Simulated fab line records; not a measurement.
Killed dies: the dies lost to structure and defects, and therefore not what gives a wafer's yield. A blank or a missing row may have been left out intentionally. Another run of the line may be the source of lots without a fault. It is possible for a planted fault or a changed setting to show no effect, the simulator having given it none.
Which tool was responsible? | flow n5 finfet | Sampling: 17 lots, 51 wafers, 6 of 1938 route steps

## WHAT EACH GAUGE READ, for each wafer
N5_BEOL_M0_SAQP_CD_MEAS_14: target cd 42.5 nm. Usual: cd nm reads 42.6 nm (standard deviation 0.34).
lot  | measured     | on        | cd nm (nm)     | flag
L074 | day 5 11:49  | cd sem-01 | 42.4 42.5 42.6 |
L075 | day 5 21:03  | cd sem-01 | 42.7 43.2 42.0 |
L076 | day 6 06:50  | cd sem-01 | 43.1 43.0 43.2 |
L077 | day 6 08:38  | cd sem-02 | 42.5 42.5 42.5 |
L081 | day 7 07:38  | cd sem-01 | 42.5 42.8 42.6 |
L082 | day 7 12:49  | cd sem-01 | 43.0 42.5 43.0 |
L083 | day 7 20:51  | cd sem-02 | 42.0 42.2 41.9 |
L084 | day 8 00:55  | cd sem-02 | 42.4 42.5 42.3 |
L085 | day 8 07:59  | cd sem-03 | 42.5 42.8 42.6 |
L086 | day 8 14:04  | cd sem-02 | 42.3 42.2 42.3 |
L089 | day 9 07:37  | cd sem-02 | 42.9 43.2 43.0 |
L090 | day 9 11:12  | cd sem-03 | 42.4 42.5 42.9 |
L091 | day 9 17:16  | cd sem-03 | 43.0 42.6 42.7 |
L092 | day 9 22:22  | cd sem-01 | 42.4 42.6 42.5 |
L093 | day 10 05:13 | cd sem-03 | 42.3 42.5 42.5 |
L094 | day 10 11:23 | cd sem-02 | 43.2 43.1 42.5 |
L097 | day 11 05:38 | cd sem-02 | 42.4 42.1 42.5 |

## WHICH TOOL RAN EACH LOT (tool, then ch and the chambers of the sampled wafers, then the start)
lot  | N5_MOL_CONTACT_COAG_ETCH_91        | N5_MOL_CONTACT_COAG_VIA_ETCH_46    | N5_MOL_CONTACT_COAG_ETCH_67       | N5_MOL_CONTACT_COAG_VIA_ETCH_117  | N5_MOL_CONTACT_COAG_CMP_52
L074 | rie diel-03 ch 1,3, day 5 02:11    | rie diel-03 ch 1,3, day 5 02:19    | rie diel-02 ch 0,1,2, day 5 04:28 | rie diel-02 ch 0,1,2, day 5 04:36 | cmp-03 ch 1,2,3, day 5 05:52
L075 | rie diel-02 ch 1,2, day 5 12:34    | rie diel-02 ch 1,2, day 5 12:41    | rie diel-06 ch 0,2,3, day 5 14:19 | rie diel-06 ch 0,2,3, day 5 14:26 | cmp-02 ch 0,3, day 5 15:19
L076 | rie diel-02 ch 1,2,3, day 5 21:15  | rie diel-02 ch 1,2,3, day 5 21:23  | rie diel-02 ch 1,3, day 5 23:06   | rie diel-02 ch 1,3, day 5 23:14   | cmp-03 ch 0,3, day 6 00:22
L077 | rie diel-02 ch 1,2,3, day 6 00:52  | rie diel-02 ch 1,2,3, day 6 00:59  | rie diel-02 ch 1,2,3, day 6 02:15 | rie diel-02 ch 1,2,3, day 6 02:22 | cmp-03 ch 0,3, day 6 03:10
L081 | rie diel-06 ch 0,1,3, day 7 00:07  | rie diel-06 ch 0,1,3, day 7 00:14  | rie diel-02 ch 0,1,3, day 7 01:34 | rie diel-02 ch 0,1,3, day 7 01:42 | cmp-03 ch 0,2, day 7 02:30
L082 | rie diel-02 ch 2,3, day 7 05:05    | rie diel-02 ch 2,3, day 7 05:13    | rie diel-02 ch 1,2, day 7 06:26   | rie diel-02 ch 1,2, day 7 06:33   | cmp-03 ch 1,2, day 7 07:22
L083 | rie diel-03 ch 1,3, day 7 13:17    | rie diel-03 ch 1,3, day 7 13:25    | rie diel-03 ch 0,1,2, day 7 14:40 | rie diel-03 ch 0,1,2, day 7 14:47 | cmp-01 ch 1,2, day 7 15:36
L084 | rie diel-06 ch 0,1, day 7 16:05    | rie diel-06 ch 0,1, day 7 16:13    | rie diel-06 ch 1,2,3, day 7 17:29 | rie diel-06 ch 1,2,3, day 7 17:37 | cmp-03 ch 0,1,2, day 7 18:25
L085 | rie diel-06 ch 0,1,3, day 8 00:45  | rie diel-06 ch 0,1,3, day 8 00:53  | rie diel-06 ch 0,1,3, day 8 02:25 | rie diel-06 ch 0,1,3, day 8 02:32 | cmp-02 ch 0,1, day 8 03:21
L086 | rie diel-02 ch 0,1,3, day 8 05:41  | rie diel-02 ch 0,1,3, day 8 05:48  | rie diel-06 ch 0,1,2, day 8 07:16 | rie diel-06 ch 0,1,2, day 8 07:24 | cmp-02 ch 0,1,2, day 8 08:17
L089 | rie diel-02 ch 1,3, day 8 22:59    | rie diel-02 ch 1,3, day 8 23:07    | rie diel-03 ch 1,2,3, day 9 00:38 | rie diel-03 ch 1,2,3, day 9 00:46 | cmp-03 ch 1,2,3, day 9 01:34
L090 | rie diel-06 ch 2,3, day 9 02:35    | rie diel-06 ch 2,3, day 9 02:43    | rie diel-02 ch 1,3, day 9 03:50   | rie diel-02 ch 1,3, day 9 03:58   | cmp-02 ch 0,3, day 9 04:48
L091 | rie diel-02 ch 1,3, day 9 08:48    | rie diel-02 ch 1,3, day 9 08:55    | rie diel-06 ch 2,3, day 9 10:10   | rie diel-06 ch 2,3, day 9 10:18   | cmp-03 ch 0,1,3, day 9 11:08
L092 | rie diel-03 ch 0,2,3, day 9 14:41  | rie diel-03 ch 0,2,3, day 9 14:48  | rie diel-06 ch 1,3, day 9 15:57   | rie diel-06 ch 1,3, day 9 16:05   | cmp-02 ch 1,2,3, day 9 16:57
L093 | rie diel-06 ch 2,3, day 9 20:31    | rie diel-06 ch 2,3, day 9 20:38    | rie diel-03 ch 0,1,3, day 9 21:46 | rie diel-03 ch 0,1,3, day 9 21:53 | cmp-02 ch 0,1, day 9 22:44
L094 | rie diel-03 ch 1,2,3, day 10 03:46 | rie diel-03 ch 1,2,3, day 10 03:53 | rie diel-06 ch 0,1, day 10 05:12  | rie diel-06 ch 0,1, day 10 05:19  | cmp-02 ch 0,1, day 10 06:07
L097 | rie diel-03 ch 0,1,3, day 10 19:32 | rie diel-03 ch 0,1,3, day 10 19:40 | rie diel-06 ch 1,2, day 10 21:04  | rie diel-06 ch 1,2, day 10 21:11  | cmp-02 ch 0,1, day 10 22:02
- N5_MOL_CONTACT_COAG_ETCH_91: etches SOC in N2/H2, target depth 60 nm, overetch 21 nm, time 101.2 s.
- N5_MOL_CONTACT_COAG_VIA_ETCH_46: etches SiO2 in C4F6/O2, target depth 46 nm, overetch 9.2 nm, time 40 s.
- N5_MOL_CONTACT_COAG_ETCH_67: etches SOC in N2/H2, target depth 60 nm, overetch 21 nm, time 101.2 s.
- N5_MOL_CONTACT_COAG_VIA_ETCH_117: etches SiO2 in C4F6/O2, target depth 40 nm, overetch 8 nm, time 26 s.
- N5_MOL_CONTACT_COAG_CMP_52: polishes, stops on SiO2, t overpolish 1.5 s, target thk 66.5 nm.

## WHAT THE TOOLS THEMSELVES READ (means of the sampled wafers that have a number; where no wafer has one, the mark that the record gives instead)
N5_MOL_CONTACT_COAG_ETCH_91. Usual: for drypump motor current A, 5.8 A with a standard deviation of 0.52; for h2 flow sccm, 200.0 sccm with a standard deviation of 0.62; for oes product au, 0.62 a.u. with a standard deviation of 0.056; for rf fwd power W, 835.3 W with a standard deviation of 2.7; for rf vpp V, 524.0 V with a standard deviation of 2.7; for showerhead plenum p Torr, 2.54 Torr with a standard deviation of 0.096; for throttle valve pct, 17.9 % with a standard deviation of 0.31.
lot  | tool        | drypump motor current A (A) | h2 flow sccm (sccm) | oes product au (a.u.) | rf fwd power W (W) | rf vpp V (V) | showerhead plenum p Torr (Torr) | throttle valve pct (%) | flag
L074 | rie diel-03 | 6.1                         | 200.0               | 0.62                  | 835.2              | 522.5        | 2.50                            | 17.9                   |
L075 | rie diel-02 | 5.3                         | 200.2               | 0.60                  | 835.4              | 523.0        | 2.51                            | 17.9                   |
L076 | rie diel-02 | 5.7                         | 199.6               | 0.61                  | 831.5              | 522.2        | 2.49                            | 17.9                   |
L077 | rie diel-02 | 5.7                         | 200.4               | 0.61                  | 835.0              | 523.2        | 2.49                            | 17.9                   |
L081 | rie diel-06 | 6.0                         | 199.8               | 0.61                  | 836.5              | 527.1        | 2.63                            | 17.8                   |
L082 | rie diel-02 | 5.6                         | 200.3               | 0.59                  | 837.7              | 522.5        | 2.47                            | 17.7                   |
L083 | rie diel-03 | 6.0                         | 199.6               | 0.63                  | 834.4              | 524.9        | 2.57                            | 18.2                   |
L084 | rie diel-06 | 5.4                         | 200.1               | 0.60                  | 837.5              | 526.3        | 2.63                            | 17.8                   |
L085 | rie diel-06 | 6.0                         | 200.0               | 0.60                  | 838.3              | 525.5        | 2.62                            | 17.9                   |
L086 | rie diel-02 | 6.0                         | 200.2               | 0.67                  | 835.3              | 523.9        | 2.56                            | 17.7                   |
L089 | rie diel-02 | 6.1                         | 199.8               | 0.61                  | 833.3              | 521.6        | 2.46                            | 17.8                   |
L090 | rie diel-06 | 6.6                         | 199.5               | 0.59                  | 836.0              | 526.5        | 2.62                            | 18.0                   |
L091 | rie diel-02 | 5.8                         | 200.2               | 0.60                  | 834.6              | 522.8        | 2.50                            | 18.1                   |
L092 | rie diel-03 | 5.5                         | 199.5               | 0.65                  | 836.6              | 521.2        | 2.44                            | 17.6                   |
L093 | rie diel-06 | 6.6                         | 199.4               | 0.58                  | 835.2              | 525.8        | 2.62                            | 18.0                   |
L094 | rie diel-03 | 5.9                         | 199.6               | 0.60                  | 836.1              | 522.9        | 2.49                            | 18.0                   |
L097 | rie diel-03 | 5.6                         | 199.8               | 0.65                  | 835.2              | 522.5        | 2.51                            | 17.9                   |

N5_MOL_CONTACT_COAG_VIA_ETCH_46. Usual: O2_flow_sccm 9.997 sccm, standard deviation 0.028; drypump motor current A 5.8 A, standard deviation 0.52; mfc ar sccm 300.1 sccm, standard deviation 0.96; oes_ar_750_au 0.74 a.u., standard deviation 0.069; oes product au 0.66 a.u., standard deviation 0.061; rf fwd power W 323.0 W, standard deviation 1; rf vpp V 1585 V, standard deviation 26; showerhead plenum p Torr 2.84 Torr, standard deviation 0.11; throttle valve pct 40.66 %, standard deviation 0.29.
lot  | tool        | O2_flow_sccm (sccm) | drypump motor current A (A) | mfc ar sccm (sccm) | oes_ar_750_au (a.u.) | oes product au (a.u.) | rf fwd power W (W) | rf vpp V (V) | showerhead plenum p Torr (Torr) | throttle valve pct (%) | flag
L074 | rie diel-03 | 10.007              | 6.0                         | 299.7              | 0.74                 | 0.66                  | 323.6              | 1589         | 2.79                            | 40.84                  |
L075 | rie diel-02 | 9.993               | 5.3                         | 301.0              | 0.72                 | 0.65                  | 324.0              | 1578         | 2.82                            | 40.87                  |
L076 | rie diel-02 | 9.977               | 5.7                         | 299.7              | 0.73                 | 0.65                  | 322.2              | 1572         | 2.78                            | 40.66                  |
L077 | rie diel-02 | 9.990               | 5.7                         | 300.2              | 0.73                 | 0.66                  | 322.8              | 1572         | 2.78                            | 40.66                  |
L081 | rie diel-06 | 9.986               | 6.0                         | 300.0              | 0.72                 | 0.64                  | 323.9              | 1601         | 2.93                            | 40.64                  |
L082 | rie diel-02 | 9.998               | 5.6                         | 300.9              | 0.71                 | 0.64                  | 323.8              | 1574         | 2.78                            | 40.80                  |
L083 | rie diel-03 | 10.024              | 5.9                         | 300.2              | 0.76                 | 0.67                  | 322.6              | 1588         | 2.88                            | 41.11                  |
L084 | rie diel-06 | 10.026              | 5.4                         | 299.4              | 0.73                 | 0.64                  | 323.3              | 1586         | 2.93                            | 40.54                  |
L085 | rie diel-06 | 9.991               | 6.0                         | 300.1              | 0.72                 | 0.64                  | 322.2              | 1599         | 2.93                            | 40.63                  |
L086 | rie diel-02 | 9.996               | 6.0                         | 301.4              | 0.80                 | 0.72                  | 322.7              | 1580         | 2.85                            | 40.52                  |
L089 | rie diel-02 | 10.008              | 6.0                         | 300.4              | 0.72                 | 0.66                  | 322.0              | 1563         | 2.74                            | 40.46                  |
L090 | rie diel-06 | 9.993               | 6.6                         | 300.8              | 0.69                 | 0.63                  | 322.5              | 1606         | 2.92                            | 40.74                  |
L091 | rie diel-02 | 10.003              | 5.8                         | 299.7              | 0.72                 | 0.65                  | 322.2              | 1567         | 2.76                            | 40.55                  |
L092 | rie diel-03 | 10.006              | 5.5                         | 300.1              | 0.78                 | 0.70                  | 322.9              | 1567         | 2.72                            | 40.51                  |
L093 | rie diel-06 | 9.997               | 6.6                         | 300.6              | 0.69                 | 0.62                  | 323.9              | 1606         | 2.92                            | 40.74                  |
L094 | rie diel-03 | 9.988               | 5.9                         | 299.8              | 0.72                 | 0.63                  | 322.3              | 1570         | 2.78                            | 40.80                  |
L097 | rie diel-03 | 9.983               | 5.6                         | 299.7              | 0.79                 | 0.71                  | 323.2              | 1583         | 2.80                            | 40.84                  |

N5_MOL_CONTACT_COAG_ETCH_67. Usual: for drypump motor current A, 5.9 A with a standard deviation of 0.55; for h2 flow sccm, 200.0 sccm with a standard deviation of 0.57; for oes product au, 0.61 a.u. with a standard deviation of 0.057; for rf fwd power W, 835.7 W with a standard deviation of 2.9; for rf vpp V, 524.7 V with a standard deviation of 2.4; for showerhead plenum p Torr, 2.57 Torr with a standard deviation of 0.086; for throttle valve pct, 17.85 % with a standard deviation of 0.27.
lot  | tool        | drypump motor current A (A) | h2 flow sccm (sccm) | oes product au (a.u.) | rf fwd power W (W) | rf vpp V (V) | showerhead plenum p Torr (Torr) | throttle valve pct (%) | flag
L074 | rie diel-02 | 5.6                         | 200.0               | 0.60                  | 834.5              | 522.5        | 2.48                            | 17.82                  |
L075 | rie diel-06 | 6.3                         | 200.6               | 0.61                  | 837.5              | 526.2        | 2.64                            | 17.93                  |
L076 | rie diel-02 | 6.0                         | 199.9               | 0.63                  | 835.5              | 521.4        | 2.47                            | 17.79                  |
L077 | rie diel-02 | 5.7                         | 200.1               | 0.61                  | 834.7              | 522.8        | 2.49                            | 17.86                  |
L081 | rie diel-02 | 6.0                         | 200.3               | 0.68                  | 832.1              | 524.6        | 2.56                            | 17.67                  |
L082 | rie diel-02 | 5.3                         | 200.0               | 0.59                  | 834.3              | 523.6        | 2.50                            | 17.95                  |
L083 | rie diel-03 | 5.5                         | 200.0               | 0.61                  | 836.9              | 522.5        | 2.53                            | 17.98                  |
L084 | rie diel-06 | 6.1                         | 200.3               | 0.59                  | 837.8              | 526.2        | 2.63                            | 17.87                  |
L085 | rie diel-06 | 6.0                         | 200.0               | 0.60                  | 839.9              | 526.2        | 2.62                            | 17.87                  |
L086 | rie diel-06 | 5.8                         | 199.7               | 0.59                  | 835.8              | 526.2        | 2.63                            | 17.93                  |
L089 | rie diel-03 | 5.9                         | 200.6               | 0.61                  | 835.4              | 521.9        | 2.49                            | 17.98                  |
L090 | rie diel-02 | 6.1                         | 200.2               | 0.61                  | 834.0              | 521.9        | 2.46                            | 17.84                  |
L091 | rie diel-06 | 6.4                         | 200.3               | 0.58                  | 837.1              | 525.2        | 2.62                            | 18.00                  |
L092 | rie diel-06 | 6.3                         | 200.0               | 0.58                  | 835.5              | 526.1        | 2.62                            | 17.83                  |
L093 | rie diel-03 | 5.6                         | 199.7               | 0.66                  | 833.5              | 523.6        | 2.51                            | 17.85                  |
L094 | rie diel-06 | 5.4                         | 199.4               | 0.59                  | 833.8              | 526.0        | 2.62                            | 17.85                  |
L097 | rie diel-06 | 5.5                         | 199.6               | 0.57                  | 834.9              | 526.3        | 2.62                            | 17.88                  |

N5_MOL_CONTACT_COAG_VIA_ETCH_117. Usual: O2_flow_sccm 10.005 sccm, standard deviation 0.027; drypump motor current A 5.9 A, standard deviation 0.55; mfc ar sccm 300.0 sccm, standard deviation 0.99; oes_ar_750_au 0.74 a.u., standard deviation 0.069; oes product au 0.66 a.u., standard deviation 0.057; rf fwd power W 320.6 W, standard deviation 1.4; rf vpp V 1591 V, standard deviation 30; showerhead plenum p Torr 2.87 Torr, standard deviation 0.095; throttle valve pct 40.80 %, standard deviation 0.26.
lot  | tool        | O2_flow_sccm (sccm) | drypump motor current A (A) | mfc ar sccm (sccm) | oes_ar_750_au (a.u.) | oes product au (a.u.) | rf fwd power W (W) | rf vpp V (V) | showerhead plenum p Torr (Torr) | throttle valve pct (%) | flag
L074 | rie diel-02 | 10.011              | 5.6                         | 300.3              | 0.71                 | 0.64                  | 319.6              | 1578         | 2.78                            | 40.80                  |
L075 | rie diel-06 | 9.997               | 6.3                         | 300.0              | 0.72                 | 0.66                  | 321.9              | 1621         | 2.93                            | 40.77                  |
L076 | rie diel-02 | 9.982               | 6.1                         | 299.3              | 0.74                 | 0.67                  | 318.8              | 1565         | 2.75                            | 40.59                  |
L077 | rie diel-02 | 10.025              | 5.7                         | 300.7              | 0.73                 | 0.65                  | 319.3              | 1572         | 2.78                            | 40.83                  |
L081 | rie diel-02 | 9.989               | 6.0                         | 299.9              | 0.81                 | 0.73                  | 318.6              | 1582         | 2.85                            | 40.68                  |
L082 | rie diel-02 | 10.016              | 5.3                         | 300.1              | 0.71                 | 0.63                  | 320.5              | 1577         | 2.81                            | 41.04                  |
L083 | rie diel-03 | 9.992               | 5.5                         | 299.4              | 0.74                 | 0.65                  | 319.5              | 1566         | 2.82                            | 40.88                  |
L084 | rie diel-06 | 10.031              | 6.1                         | 301.1              | 0.70                 | 0.63                  | 321.3              | 1592         | 2.93                            | 40.78                  |
L085 | rie diel-06 | 9.999               | 6.0                         | 300.4              | 0.72                 | 0.65                  | 322.0              | 1600         | 2.93                            | 40.80                  |
L086 | rie diel-06 | 10.010              | 5.8                         | 299.9              | 0.71                 | 0.64                  | 321.6              | 1606         | 2.92                            | 40.67                  |
L089 | rie diel-03 | 9.994               | 5.9                         | 300.2              | 0.73                 | 0.65                  | 318.9              | 1570         | 2.78                            | 40.96                  |
L090 | rie diel-02 | 9.981               | 6.1                         | 301.8              | 0.72                 | 0.65                  | 318.5              | 1564         | 2.74                            | 40.62                  |
L091 | rie diel-06 | 10.002              | 6.4                         | 300.0              | 0.69                 | 0.63                  | 322.3              | 1611         | 2.91                            | 40.78                  |
L092 | rie diel-06 | 10.009              | 6.3                         | 300.2              | 0.70                 | 0.63                  | 320.5              | 1587         | 2.93                            | 40.93                  |
L093 | rie diel-03 | 10.008              | 5.6                         | 299.3              | 0.79                 | 0.70                  | 319.7              | 1583         | 2.81                            | 40.99                  |
L094 | rie diel-06 | 9.994               | 5.4                         | 299.6              | 0.71                 | 0.63                  | 321.0              | 1585         | 2.92                            | 40.70                  |
L097 | rie diel-06 | 10.011              | 5.5                         | 300.3              | 0.69                 | 0.62                  | 321.3              | 1577         | 2.92                            | 40.69                  |

N5_MOL_CONTACT_COAG_CMP_52. Usual: head pressure psi 4.001 psi, standard deviation 0.0088; motor current A 12.4 A, standard deviation 1.4; overpolish run s 1.501 s, standard deviation 0.009; time to endpoint s 13.4 s, standard deviation 2.2.
lot  | tool   | head pressure psi (psi) | motor current A (A) | overpolish run s (s) | time to endpoint s (s) | flag
L074 | cmp-03 | 4.012                   | 11.5                | 1.503                | 13.0                   |
L075 | cmp-02 | 3.989                   | 14.1                | 1.504                | 16.3                   |
L076 | cmp-03 | 4.009                   | 11.8                | 1.501                | 11.9                   |
L077 | cmp-03 | 4.014                   | 12.1                | 1.495                | 14.8                   |
L081 | cmp-03 | 3.995                   | 11.1                | 1.508                | 14.0                   |
L082 | cmp-03 | 4.003                   | 11.3                | 1.505                | 11.3                   |
L083 | cmp-01 | 3.996                   | 11.9                | 1.500                | 9.2                    |
L084 | cmp-03 | 4.000                   | 11.1                | 1.509                | 13.7                   |
L085 | cmp-02 | 4.000                   | 13.2                | 1.505                | 10.4                   |
L086 | cmp-02 | 3.995                   | 13.1                | 1.505                | 13.5                   |
L089 | cmp-03 | 3.989                   | 11.6                | 1.500                | 15.7                   |
L090 | cmp-02 | 3.993                   | 14.2                | 1.500                | 13.1                   |
L091 | cmp-03 | 4.002                   | 11.6                | 1.496                | 15.0                   |
L092 | cmp-02 | 4.001                   | 12.7                | 1.506                | 12.7                   |
L093 | cmp-02 | 4.001                   | 13.3                | 1.502                | 14.8                   |
L094 | cmp-02 | 4.002                   | 13.1                | 1.494                | 16.0                   |
L097 | cmp-02 | 4.000                   | 13.0                | 1.501                | 14.1                   |

## THE ANSWER, worked out from the rows above alone
Rule: a lot counts as off when the mean over its wafers that have a number is more than 3 standard deviations away from the usual mean. A lot without any number at a reading at which 4 lots or more have one is off too. The other lots that the step has rows for count as sound. After the gauges, taken in route order, come the tools' own readings; for these a lot's mean is taken, as printed above. At the first step where some lot is off, the reading lying furthest off is the one used; lots without a number count as furthest.
Across all readings shown, no lot is off: no conclusion can be drawn from this.

## WHAT THE SIMULATOR HAD PUT IN
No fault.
